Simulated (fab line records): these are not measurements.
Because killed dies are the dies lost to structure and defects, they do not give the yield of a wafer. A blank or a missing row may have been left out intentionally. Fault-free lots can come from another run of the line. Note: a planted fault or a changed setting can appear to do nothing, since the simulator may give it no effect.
fab line records + flow n5Finfet
record
- lots=5
- wafers=15
- lastDay=17
route steps=1938 shown BEOL_M15@1796 PASSIVATION@1936
lots with no fault: from the same line, run without faults
startH: hours from the record's first day to the start of the lot's first wafer shown + waitH: hours from the lot's prior step to this one + " the same as in the row above + L1.1+2: one row covering several wafers at once + - value missing, or start not given + * or withheld: withheld + < > ~ a bound
route shown NAME@n: NAME is a module with steps in the file, n the number in the route of the first one + usual: mean/standard deviation of fault-free wafers + same: alike in all rows + chamber/n: place in a boat + sites: per-site readings + _std_site: the standard deviation of these + _edge_site: outer sites' mean less inner sites' + radiusMm: how far each site lies from the wafer's centre + mask NAME#n: copy n + behind: the tool/chamber that last shaped the wafer + hold: what put the lot on hold/how long, in hours/how the hold closed + device: transistor that didn't switch, given as n, p or np + end of line: the tests these same wafers got at the end of their route + a step with no rows: only its recipe + killed: dies lost to structure and defects at the first sort, not the wafer's yield + map: dies across one wafer; x = killed, . = not, _ = none there
set.NAME: the run value of the setting; set.NAME@STEP: its run value at that earlier step + model.NAME: the simulator's own value behind a step, which no gauge read
lots at selected steps of the route; one table per step, one row per wafer
services: the hour from which a tool's chamber was out of use, counted from the record's first day as startH (under 0 if before that day), plus the number of hours and why
## steps
# step N5_BEOL_M15_COAT_60
# recipe
- resist=BARC
- tempC=205
- timeS=60
- spinRpm=1500
- resistThkNm=89
# step N5_BEOL_M15_COAT_22
# recipe
- spinRpm=1704
- resistThkNm=800
# step N5_BEOL_M15_EBR_24
# recipe
- solvent=PGMEA
- ebrWidthMm=1.5
# step N5_BEOL_M15_SOFTBAKE_23
# recipe
- tempC=130
- timeS=60
# step N5_BEOL_M15_EXPOSE_25
# recipe
- maskId=M15
- na=0.8
- sourceShape=annular
- sigmaInner=0.5
- sigmaOuter=0.8
- polarization=unpolarized
- targetCdNm=400
- doseMj=35.5
# step N5_BEOL_M15_PEB_26
# recipe
- pebTempC=130
- pebTimeS=90
# step N5_BEOL_M15_DEVELOP_27
# recipe
- developTimeS=45
- rinseLiquid=diw
- dry=airSpin
- devTempC=21
# step N5_BEOL_M15_HARDBAKE_32
# recipe
- tempC=130
- timeS=120
# step N5_BEOL_M15_CD_MEAS_28
# recipe
- targetCdNm=407.6
- landingEnergyEv=500
- detector=seInlens
# usual
- cdNm=407.6/2.1
| lot.wafer | tool     | chamber | startH | waitH | cdNm  |
|-----------|----------|---------|--------|-------|-------|
| L212.1    | cdSem-01 | 0       | 229.75 | -     | 404.8 |
| L212.2    | "        | 0       | "      | "     | 408.3 |
| L212.3    | "        | 0       | "      | "     | 408.0 |
| L218.2    | cdSem-02 | 0       | 280.54 | -     | 407.6 |
| L218.3    | "        | 0       | "      | "     | 404.8 |
| L218.4    | "        | 0       | "      | "     | 409.0 |
| L225.1    | cdSem-01 | 0       | 330.81 | -     | 405.1 |
| L225.2    | "        | 0       | "      | "     | 405.8 |
| L225.5    | "        | 0       | "      | "     | 406.1 |
| L234.3    | cdSem-03 | 0       | 394.10 | -     | 407.6 |
| L234.4    | "        | 0       | "      | "     | 409.0 |
| L234.5    | "        | 0       | "      | "     | 407.6 |
| L235.2    | cdSem-02 | 0       | 394.54 | -     | 408.7 |
| L235.4    | "        | 0       | "      | "     | 405.8 |
| L235.6    | "        | 0       | "      | "     | 410.6 |
# step N5_BEOL_M15_OVL_MEAS_29
# recipe
- pointsPerWafer=44
# usual
- M15_OVL=1/5.5
| lot.wafer | tool       | chamber | startH | waitH | M15_OVL[nm] |
|-----------|------------|---------|--------|-------|-------------|
| L212.1    | overlay-02 | 0       | 229.78 | 0.0   | 1           |
| L212.2    | "          | 0       | "      | "     | 5           |
| L212.3    | "          | 0       | "      | "     | 5           |
| L218.2    | overlay-02 | 0       | 280.57 | 0.0   | -5          |
| L218.3    | "          | 0       | "      | "     | 1           |
| L218.4    | "          | 0       | "      | "     | -5          |
| L225.1    | overlay-01 | 0       | 330.84 | 0.0   | 7           |
| L225.2    | "          | 0       | "      | "     | 11          |
| L225.5    | "          | 0       | "      | "     | 7           |
| L234.3    | overlay-02 | 0       | 394.13 | 0.0   | -4          |
| L234.4    | "          | 0       | "      | "     | -4          |
| L234.5    | "          | 0       | "      | "     | -2          |
| L235.2    | overlay-01 | 0       | 394.57 | 0.0   | 3           |
| L235.4    | "          | 0       | "      | "     | 1           |
| L235.6    | "          | 0       | "      | "     | 1           |
# step N5_BEOL_M15_INSPECT_30
# recipe
- mode=adi
- inspectInstrument=macro
# usual
- rawDefectCount=2.2/1.5
| lot.wafer | tool             | chamber | startH | waitH | rawDefectCount |
|-----------|------------------|---------|--------|-------|----------------|
| L212.1    | defectInspect-02 | -       | 229.81 | 0.0   | 2              |
| L212.2    | "                | -       | "      | "     | 4              |
| L212.3    | "                | -       | "      | "     | 4              |
| L218.2    | defectInspect-02 | -       | 280.59 | 0.0   | 3              |
| L218.3    | "                | -       | "      | "     | 4              |
| L218.4    | "                | -       | "      | "     | 4              |
| L225.1    | defectInspect-01 | -       | 330.87 | 0.0   | 1              |
| L225.2    | "                | -       | "      | "     | 6              |
| L225.5    | "                | -       | "      | "     | 1              |
| L234.3    | defectInspect-01 | -       | 394.15 | 0.0   | 3              |
| L234.4    | "                | -       | "      | "     | 1              |
| L234.5    | "                | -       | "      | "     | 2              |
| L235.2    | defectInspect-01 | -       | 394.59 | 0.0   | 0              |
| L235.4    | "                | -       | "      | "     | 3              |
| L235.6    | "                | -       | "      | "     | 3              |
# step N5_BEOL_M15_DESCUM_33
# recipe
- chemistry=O2
- timeS=7.9
- sourcePowerW=50
- biasPowerW=20
- pressureMtorr=20
- rfFrequencyHz=2.712e+07
- tempC=40
- o2FlowSccm=225
# usual
- biasPowerW=20.00/0.062
- drypumpMotorCurrentA=5.6/0.5
- oesProductAu=0.85/0.095
- rfVppV=243.3/1.4
- showerheadPlenumPTorr=2.09/0.08
- throttleValvePct=20.3/0.33
| lot.wafer | tool       | chamber | startH | waitH | biasPowerW | drypumpMotorCurrentA | oesProductAu | rfHoursCounterH | rfVppV | showerheadPlenumPTorr | throttleValvePct |
|-----------|------------|---------|--------|-------|------------|----------------------|--------------|-----------------|--------|-----------------------|------------------|
| L212.1    | rieDiel-03 | 2       | 229.84 | 0.0   | 20.01      | 6.6                  | 0.73         | 174             | 244.9  | 2.18                  | 20.4             |
| L212.2    | "          | 3       | "      | "     | 20.03      | 5.4                  | 0.93         | 17              | 243.0  | 2.06                  | 20.4             |
| L212.3    | "          | 1       | "      | "     | 20.00      | 4.9                  | 0.84         | 64              | 246.0  | 2.20                  | 20.6             |
| L218.2    | rieDiel-05 | 0       | 280.70 | 0.1   | 20.06      | 5.5                  | 0.84         | 80              | 242.5  | 2.11                  | 19.9             |
| L218.3    | "          | 3       | "      | "     | 19.99      | 5.0                  | 0.92         | 26              | 242.9  | 2.03                  | 19.6             |
| L218.4    | "          | 2       | "      | "     | 19.95      | 5.7                  | 0.98         | 5               | 243.5  | 2.14                  | 19.8             |
| L225.1    | rieDiel-03 | 1       | 330.90 | 0.0   | 20.03      | 4.9                  | 0.82         | 88              | 243.5  | 2.19                  | 20.7             |
| L225.2    | "          | 0       | "      | "     | 19.98      | 5.6                  | 0.89         | 31              | 243.5  | 2.06                  | 20.4             |
| L225.5    | "          | 0       | "      | "     | 20.01      | 5.7                  | 0.90         | -               | 241.4  | 2.06                  | 20.4             |
| L234.3    | rieDiel-05 | 1       | 394.19 | 0.0   | 20.07      | 5.8                  | 0.87         | 44              | 245.5  | 2.22                  | 20.1             |
| L234.4    | "          | 3       | "      | "     | 20.05      | 5.0                  | 0.85         | 57              | 242.0  | 2.02                  | 19.7             |
| L234.5    | "          | 2       | "      | "     | 20.10      | 5.7                  | 0.90         | -               | 243.3  | 2.13                  | 19.9             |
| L235.2    | rieDiel-04 | 0       | 394.62 | 0.0   | 20.06      | 5.1                  | 0.93         | 21              | 245.3  | 2.22                  | 20.0             |
| L235.4    | "          | 2       | "      | "     | 19.89      | 6.3                  | 0.90         | -               | 240.8  | 2.05                  | 20.5             |
| L235.6    | "          | 1       | "      | "     | 20.04      | 5.0                  | 0.66         | -               | 241.8  | 1.98                  | 20.5             |
# step N5_BEOL_M15_ETCH_61
# recipe
- chemistry=N2/H2
- target=BARC
- targetDepthA=890
- overetchA=267
- timeS=67.9
- ionEnergyEv=200
- pressureMtorr=30
- sourceW=840
- biasW=150
- n2FlowSccm=200
- h2FlowSccm=200
# usual
- biasW=150.0/0.47
- drypumpMotorCurrentA=5.6/0.5
- oesProductAu=0.73/0.076
- rfVppV=523.9/2.8
- showerheadPlenumPTorr=2.54/0.1
- throttleValvePct=17.7/0.35
| lot.wafer | tool       | chamber | startH | waitH | biasW | drypumpMotorCurrentA | oesProductAu | rfHoursCounterH | rfVppV | showerheadPlenumPTorr | throttleValvePct |
|-----------|------------|---------|--------|-------|-------|----------------------|--------------|-----------------|--------|-----------------------|------------------|
| L212.1    | rieDiel-03 | 2       | 229.88 | 0.0   | 149.3 | 6.6                  | 0.64         | 174             | 527.4  | 2.62                  | 17.7             |
| L212.2    | "          | 3       | "      | "     | 149.2 | 5.4                  | 0.79         | 17              | 521.0  | 2.49                  | 17.8             |
| L212.3    | "          | 1       | "      | "     | 150.6 | 4.9                  | 0.72         | 64              | 528.6  | 2.69                  | 18.2             |
| L218.2    | rieDiel-05 | 0       | 280.73 | 0.0   | 149.9 | 5.5                  | 0.72         | 80              | 524.2  | 2.56                  | 17.2             |
| L218.3    | "          | 3       | "      | "     | 149.7 | 5.0                  | 0.78         | 26              | 522.9  | 2.48                  | 17.2             |
| L218.4    | "          | 2       | "      | "     | 151.0 | 5.7                  | 0.83         | 5               | 525.1  | 2.59                  | 17.1             |
| L225.1    | rieDiel-03 | 1       | 330.94 | 0.0   | 165.4 | 4.9                  | 0.69         | 88              | 562.8  | 2.68                  | 18.2             |
| L225.2    | "          | 0       | "      | "     | 150.4 | 5.7                  | 0.75         | 31              | 523.1  | 2.48                  | 17.7             |
| L225.5    | "          | 0       | "      | "     | 150.3 | 5.6                  | 0.76         | -               | 522.0  | 2.48                  | 17.7             |
| L234.3    | rieDiel-05 | 1       | 394.22 | 0.0   | 149.8 | 5.8                  | 0.75         | 44              | 528.7  | 2.71                  | 17.8             |
| L234.4    | "          | 3       | "      | "     | 149.7 | 5.0                  | 0.73         | 57              | 520.9  | 2.47                  | 17.2             |
| L234.5    | "          | 2       | "      | "     | 150.1 | 5.7                  | 0.77         | -               | 523.8  | 2.58                  | 17.2             |
| L235.2    | rieDiel-04 | 0       | 394.66 | 0.0   | 149.5 | 5.1                  | 0.78         | 21              | 528.1  | 2.70                  | 17.4             |
| L235.4    | "          | 2       | "      | "     | 150.4 | 6.3                  | 0.77         | -               | 521.7  | 2.49                  | 18.0             |
| L235.6    | "          | 1       | "      | "     | 149.8 | 5.0                  | 0.57         | -               | 519.6  | 2.40                  | 18.0             |
# step N5_BEOL_M15_TRENCH_ETCH_34
# recipe
- chemistry=C4F8/O2/Ar
- target=SiO2
- targetDepthA=8729.3
- heInnerTorr=15
- heOuterTorr=30
- timeS=199
- ionEnergyEv=800
- pressureMtorr=20
- sourceW=1905
- biasW=2040
- Ar_flow_sccm=400
- C4F8_flow_sccm=16
- O2_flow_sccm=12
# usual
- biasW=2040/6
- drypumpMotorCurrentA=5.6/0.5
- oes_ar_750_au=0.85/0.091
- oesProductAu=0.85/0.096
- rfVppV=2193/35
- showerheadPlenumPTorr=3.43/0.12
- throttleValvePct=30.7/0.31
| lot.wafer | tool       | chamber | startH | waitH | biasW | drypumpMotorCurrentA | oes_ar_750_au | oesProductAu | rfHoursCounterH | rfVppV | showerheadPlenumPTorr | throttleValvePct |
|-----------|------------|---------|--------|-------|-------|----------------------|---------------|--------------|-----------------|--------|-----------------------|------------------|
| L212.1    | rieDiel-03 | 2       | 229.93 | 0.0   | 2039  | 6.6                  | 0.75          | 0.75         | 174             | 2232   | 3.54                  | 30.6             |
| L212.2    | "          | 3       | "      | "     | 2038  | 5.4                  | 0.92          | 0.93         | 17              | 2183   | 3.38                  | 31.0             |
| L212.3    | "          | 1       | "      | "     | 2035  | 4.9                  | 0.84          | 0.83         | 64              | 2237   | 3.59                  | 31.1             |
| L218.2    | rieDiel-05 | 0       | 280.78 | 0.0   | 2038  | 5.5                  | 0.84          | 0.84         | 80              | 2219   | 3.47                  | 30.3             |
| L218.3    | "          | 3       | "      | "     | 2049  | 5.0                  | 0.92          | 0.92         | 26              | 2162   | 3.36                  | 30.1             |
| L218.4    | "          | 2       | "      | "     | 2043  | 5.7                  | 0.97          | 0.98         | 5               | 2220   | 3.51                  | 30.2             |
| L225.1    | rieDiel-03 | 1       | 330.99 | 0.0   | 2031  | 4.9                  | 0.81          | 0.83         | 88              | 2234   | 3.58                  | 31.1             |
| L225.2    | "          | 0       | "      | "     | 2040  | 5.7                  | 0.89          | 0.90         | 31              | 2170   | 3.36                  | 30.8             |
| L225.5    | "          | 0       | "      | "     | 2036  | 5.7                  | 0.89          | 0.90         | -               | 2169   | 3.35                  | 30.8             |
| L234.3    | rieDiel-05 | 1       | 394.27 | 0.0   | 2034  | 5.8                  | 0.87          | 0.85         | 44              | 2238   | 3.64                  | 30.7             |
| L234.4    | "          | 3       | "      | "     | 2043  | 5.0                  | 0.88          | 0.88         | 57              | 2161   | 3.34                  | 30.2             |
| L234.5    | "          | 2       | "      | "     | 2038  | 5.7                  | 0.90          | 0.89         | -               | 2221   | 3.50                  | 30.3             |
| L235.2    | rieDiel-04 | 0       | 394.71 | 0.0   | 2043  | 5.1                  | 0.92          | 0.95         | 21              | 2240   | 3.63                  | 30.4             |
| L235.4    | "          | 2       | "      | "     | 2041  | 6.3                  | 0.92          | 0.91         | -               | 2152   | 3.35                  | 31.0             |
| L235.6    | "          | 1       | "      | "     | 2032  | 5.0                  | 0.68          | 0.66         | -               | 2150   | 3.27                  | 31.0             |
# step N5_PASSIVATION_PROBE_49
# usual
- defectLimitedYield=91.5/1.6
- killed_at_M0_to_M3=33/10
- killed_at_M4_up=13/5.6
- killedAtContacts=13/6
- killedAtFrontEnd=39/12
- killedAtOther=3.0/2.8
- killedDies=101/19
- killedOpen=65/13
- killedShort=32/8.3
- sort_bin_5_function=5.0/1
- sort_bin_6_memory=3.1/0.69
- sortNPass=1079/19
- sortYieldPct=91.5/1.6
# same
- grossDies=1180
- killedAtBackSide=0
- sort_bin_4_leakage[%]=0
- sort_bin_8_speed[%]=0
| lot.wafer | tool      | chamber | startH | waitH | defectLimitedYield[%] | killed_at_M0_to_M3 | killed_at_M4_up | killedAtContacts | killedAtFrontEnd | killedAtOther | killedDies | killedOpen | killedShort | sort_bin_5_function[%] | sort_bin_6_memory[%] | sortNPass | sortYieldPct[%] |
|-----------|-----------|---------|--------|-------|-----------------------|--------------------|-----------------|------------------|------------------|---------------|------------|------------|-------------|------------------------|----------------------|-----------|-----------------|
| L225.1    | prober-02 | -       | 353.76 | 0.0   | 90.3                  | 27                 | 17              | 10               | 60               | 1             | 115        | 69         | 43          | 5.5                    | 3.8                  | 1065      | 90.3            |
| L225.2    | prober-02 | -       | 353.81 | 0.1   | 92.3                  | 38                 | 5               | 10               | 37               | 1             | 91         | 57         | 32          | 4.7                    | 2.6                  | 1089      | 92.3            |
| L225.5    | prober-02 | -       | 353.96 | 0.2   | 92.6                  | 21                 | 7               | 7                | 45               | 7             | 87         | 58         | 27          | 4.0                    | 3.2                  | 1093      | 92.6            |
# killed by level:class
L225.1 FIN_SAQP:geometricParticle:short=15 FIN_SAQP:geometricParticle:open=9 BEOL_M4:geometricParticle:open=9 MOL_CONTACT_COAG:geometricParticle:open=8 DUMMY_GATE:geometricParticle:open=7 GATE_CUT:geometricParticle:short=7 BEOL_M2:geometricParticle:open=6 STI_FIN_REVEAL:geometricParticle:open=5
L225.2 BEOL_M2:geometricParticle:open=11 FIN_SAQP:geometricParticle:open=10 GATE_CUT:geometricParticle:short=7 MOL_CONTACT_COAG:geometricParticle:open=7 BEOL_M3:geometricParticle:open=7 FIN_SAQP:geometricParticle:short=6 BEOL_M1:geometricParticle:open=6 BEOL_M2:geometricParticle:short=4
L225.5 FIN_SAQP:geometricParticle:open=12 FIN_SAQP:geometricParticle:short=11 BEOL_M2:geometricParticle:open=9 GATE_CUT:geometricParticle:short=7 GATE_CUT:geometricParticle:open=7 BEOL_M4:geometricParticle:open=6 MOL_CONTACT_COAG:geometricParticle:open=5 DUMMY_GATE:geometricParticle:open=4
## services
| tool       | chamber | startH | hours | kind                         |
|------------|---------|--------|-------|------------------------------|
| rieDiel-05 | 1       | 212.43 | -     | clean                        |
| rieDiel-05 | 1       | 212.43 | -     | consumableReplace:focusRing  |
| rieDiel-05 | 1       | 212.43 | -     | consumableReplace:showerhead |
| rieDiel-05 | 1       | 212.43 | 30.8  | scheduledDown                |
| rieDiel-05 | 1       | 212.43 | 30.8  | ventCycle                    |
| rieDiel-05 | 2       | 243.42 | -     | clean                        |
| rieDiel-05 | 2       | 243.42 | -     | consumableReplace:focusRing  |
| rieDiel-05 | 2       | 243.42 | 18.1  | scheduledDown                |
| rieDiel-05 | 2       | 243.42 | 18.1  | ventCycle                    |
| rieDiel-04 | 2       | 287.02 | -     | clean                        |
| rieDiel-04 | 2       | 287.02 | -     | consumableReplace:focusRing  |
| rieDiel-04 | 0       | 309.21 | -     | clean                        |
| rieDiel-04 | 0       | 309.21 | -     | consumableReplace:esc        |
| rieDiel-04 | 0       | 309.21 | -     | consumableReplace:focusRing  |
| rieDiel-04 | 0       | 309.21 | -     | consumableReplace:showerhead |
| rieDiel-04 | 0       | 309.21 | 25.9  | scheduledDown                |
| rieDiel-04 | 0       | 309.21 | 25.9  | ventCycle                    |
| rieDiel-03 | 1       | 342.20 | 1.8   | repair                       |
| rieDiel-04 | 1       | 359.38 | 18.2  | repair                       |
| rieDiel-05 | 3       | 367.83 | 2.5   | repair                       |
| rieDiel-03 | 3       | 370.70 | 7.7   | repair                       |
| rieDiel-04 | 2       | 385.79 | 2.7   | repair                       |
| rieDiel-03 | 3       | 389.13 | 16.0  | repair                       |
## key
firstSign
- step=N5_BEOL_M15_ETCH_61
- reading=biasW
- direction=up
- sigmas=33
- usual=*
- struck=*
effect
- step=N5_BEOL_M15_ETCH_61
- reading=rfVppV
- direction=up
- sigmas=14
- usual=523.9
- struck=562.8
metAt N5_BEOL_M15_ETCH_61
struckWafers L225.1
onsetBetween 229.88 330.94
fault
- kind=processParameterDrift
- tool=rieDiel-03
- chamber=1
- onsetH=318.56
- steps=N5_BEOL_M15_ETCH_61
- channel=biasW
- offset=*
- shape=step
- endH=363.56
- actsIn=*
- stated=*
